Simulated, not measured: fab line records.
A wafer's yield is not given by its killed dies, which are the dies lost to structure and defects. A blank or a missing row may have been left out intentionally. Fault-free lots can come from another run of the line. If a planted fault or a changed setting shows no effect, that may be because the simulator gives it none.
Split-lot experiment    flow n5Finfet    7 lots, 39 wafers read, on a route of 1938 steps

## ON THE SPLIT
At N5_SPACER0_ALD_07 (deposits SiNx, target thk 2 nm), the setting targetThkA was moved away from the recipe's 20 angstrom on 6 of the 39 wafers read, by -39.8% to -20.8%. This setting was run at the recipe's value on the other wafers.

Reading taken at the split's own step.

## THE READING
SiNx_of_SPACER0_ALD_07.thkNm (the simulator's own value, which no gauge read), in nm, at N5_SPACER0_ALD_07 (deposits SiNx, target thk 2 nm). The file gives no usual value for it.

wafer   tool, chamber at the split  targetThkA as run, angstrom  against the recipe  SiNx_of_SPACER0_ALD_07.thkNm, nm  against lot-mates on the recipe
L082.1  aldSin-01, 1,2,1            15.85                        -20.8%              1.6                               -0.4
L082.2  aldSin-01, 1,2,1            15.85                        -20.8%              1.6                               -0.4
L082.5  aldSin-01, 1,2,1            15.85                        -20.8%              1.6                               -0.4
L082.3  aldSin-01, 3,0,2            20                           recipe              2                                 -
L082.4  aldSin-01, 3,0,2            20                           recipe              2                                 -
L082.6  aldSin-01, 3,0,2            20                           recipe              2                                 -
L083.1  aldSin-01, 3,1,0,2,3,2      20                           recipe              2                                 -
L083.2  aldSin-01, 3,1,0,2,3,2      20                           recipe              2                                 -
L083.3  aldSin-01, 3,1,0,2,3,2      20                           recipe              2                                 -
L083.4  aldSin-01, 3,1,0,2,3,2      20                           recipe              2                                 -
L083.5  aldSin-01, 3,1,0,2,3,2      20                           recipe              2                                 -
L083.6  aldSin-01, 3,1,0,2,3,2      20                           recipe              2                                 -
L085.1  aldSin-01, 0,2,3,1,3,0      20                           recipe              2                                 -
L085.2  aldSin-01, 0,2,3,1,3,0      20                           recipe              2                                 -
L085.3  aldSin-01, 0,2,3,1,3,0      20                           recipe              2                                 -
L085.4  aldSin-01, 0,2,3,1,3,0      20                           recipe              2                                 -
L085.5  aldSin-01, 0,2,3,1,3,0      20                           recipe              2                                 -
L085.6  aldSin-01, 0,2,3,1,3,0      20                           recipe              2                                 -
L090.3  aldSin-03, 1,1,0            20                           recipe              2                                 -
L090.5  aldSin-03, 1,1,0            20                           recipe              2                                 -
L090.6  aldSin-03, 1,1,0            20                           recipe              2                                 -
L093.1  aldSin-01, 2,0,1,3,3,0      20                           recipe              2                                 -
L093.2  aldSin-01, 2,0,1,3,3,0      20                           recipe              2                                 -
L093.3  aldSin-01, 2,0,1,3,3,0      20                           recipe              2                                 -
L093.4  aldSin-01, 2,0,1,3,3,0      20                           recipe              2                                 -
L093.5  aldSin-01, 2,0,1,3,3,0      20                           recipe              2                                 -
L093.6  aldSin-01, 2,0,1,3,3,0      20                           recipe              2                                 -
L094.1  aldSin-01, 3,2,0            12.05                        -39.8%              1.2                               -0.8
L094.2  aldSin-01, 3,2,0            12.05                        -39.8%              1.2                               -0.8
L094.6  aldSin-01, 3,2,0            12.05                        -39.8%              1.2                               -0.8
L094.3  aldSin-01, 0,1,1            20                           recipe              2                                 -
L094.4  aldSin-01, 0,1,1            20                           recipe              2                                 -
L094.5  aldSin-01, 0,1,1            20                           recipe              2                                 -
L096.1  aldSin-01, 0,1,2,3,3,0      20                           recipe              2                                 -
L096.2  aldSin-01, 0,1,2,3,3,0      20                           recipe              2                                 -
L096.3  aldSin-01, 0,1,2,3,3,0      20                           recipe              2                                 -
L096.4  aldSin-01, 0,1,2,3,3,0      20                           recipe              2                                 -
L096.5  aldSin-01, 0,1,2,3,3,0      20                           recipe              2                                 -
L096.6  aldSin-01, 0,1,2,3,3,0      20                           recipe              2                                 -
Rows listing several chambers each stand for several wafers; the file does not say which wafer went through which chamber.

FIT RESULTS
A straight line over all 39 wafers: SiNx_of_SPACER0_ALD_07.thkNm changes by +0.02 nm for each +1% of targetThkA; r = +1.00; the points scatter about the line by 0.0044 nm.
The same after taking each lot's own level away (the mean of its wafers on the recipe; 39 wafers): +0.02 nm for each +1%; r = +1.00; scatter 0.0044 nm.
Per that fit: largest targetThkA move, reading shift of 0.79 nm.
The lots' own levels span 2.00 to 2.00 nm.
The two slopes agree, so the slope changes little with the lot-to-lot level.
Check: -0.79 nm against its lot-mates is what the line predicts for one of the wafers moved furthest among these (-39.8%) when that wafer is left out of the fit. Against them it came out at -0.8 nm.

## ADDITIONAL SPLITS CARRIED BY THESE WAFERS
Before the reading, these wafers also passed through other splits. Each is held against what the fit with the lots' levels taken away leaves over:
other split on the same wafers    wafers away from the commonest value  r with SiNx_of_SPACER0_ALD_07.thkNm (lot level and that fit taken away)
N5_FIN_SAQP_HM_DEP_72 targetThkA  9                                     -0.13

## FILE'S OWN FIT
SiNx_of_SPACER0_ALD_07.thkNm changes by +0.0199 nm for each +1% of targetThkA, r = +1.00.
